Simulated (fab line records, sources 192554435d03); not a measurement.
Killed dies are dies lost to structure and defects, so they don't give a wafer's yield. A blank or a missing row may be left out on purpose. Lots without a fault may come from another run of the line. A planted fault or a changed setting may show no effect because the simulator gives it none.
Chamber matching | flow n5_finfet | N5_BEOL_M11_DESCUM_16 on rie_diel-01: 4 sister chambers
The step chemistry O2, time 7.9 s. 8 wafers are shown with their chamber, then 8 later ones without.

WAFERS WITH THEIR CHAMBER
wafer  | chamber | showerhead_plenum_p_Torr (Torr) | throttle_valve_pct (%)
L081.6 | 3       | 2.15                            | 20.38
L084.1 | 1       | 2.18                            | 20.13
L084.3 | 2       | 1.98                            | 20.27
L084.4 | 0       | 2.20                            | 20.61
L090.1 | 0       | 2.20                            | 20.63
L090.2 | 3       | 2.14                            | 20.42
L090.5 | 1       | 2.18                            | 20.19
L091.2 | 2       | 1.97                            | 20.30

WAFERS WITHOUT THEIR CHAMBER
wafer  | showerhead_plenum_p_Torr (Torr) | throttle_valve_pct (%)
L091.3 | 2.20                            | 20.62
L091.6 | 2.18                            | 20.18
L092.2 | 1.97                            | 20.30
L092.3 | 2.18                            | 20.19
L092.4 | 2.20                            | 20.64
L097.1 | 2.14                            | 20.01
L097.3 | 2.17                            | 20.20
L097.5 | 2.19                            | 20.64

WHICH CHAMBER EACH WENT THROUGH
wafer  | from the rows above | in truth
L091.3 | 0                   | 0
L091.6 | 1                   | 1
L092.2 | 2                   | 2
L092.3 | 1                   | 1
L092.4 | 0                   | 0
L097.1 | 1                   | 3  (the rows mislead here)
L097.3 | 1                   | 1
L097.5 | 0                   | 0
Placed correctly: 7 of 8. Can't be placed from these rows: 0. Placed wrongly: 1.
How it was worked out, from the rows above alone: a wafer's distance from a chamber is the root of the sum, over the readings, of the square of ((its reading less the chamber's mean) divided by the reading's scatter). The wafer belongs to the nearest chamber; if the next one is less than 2 further off, it can't be placed. A chamber's mean is the mean of its shown wafers. The scatter: the root of (the sum of the squares of (reading less its chamber's mean) over the shown wafers, divided by (wafers less chambers)).
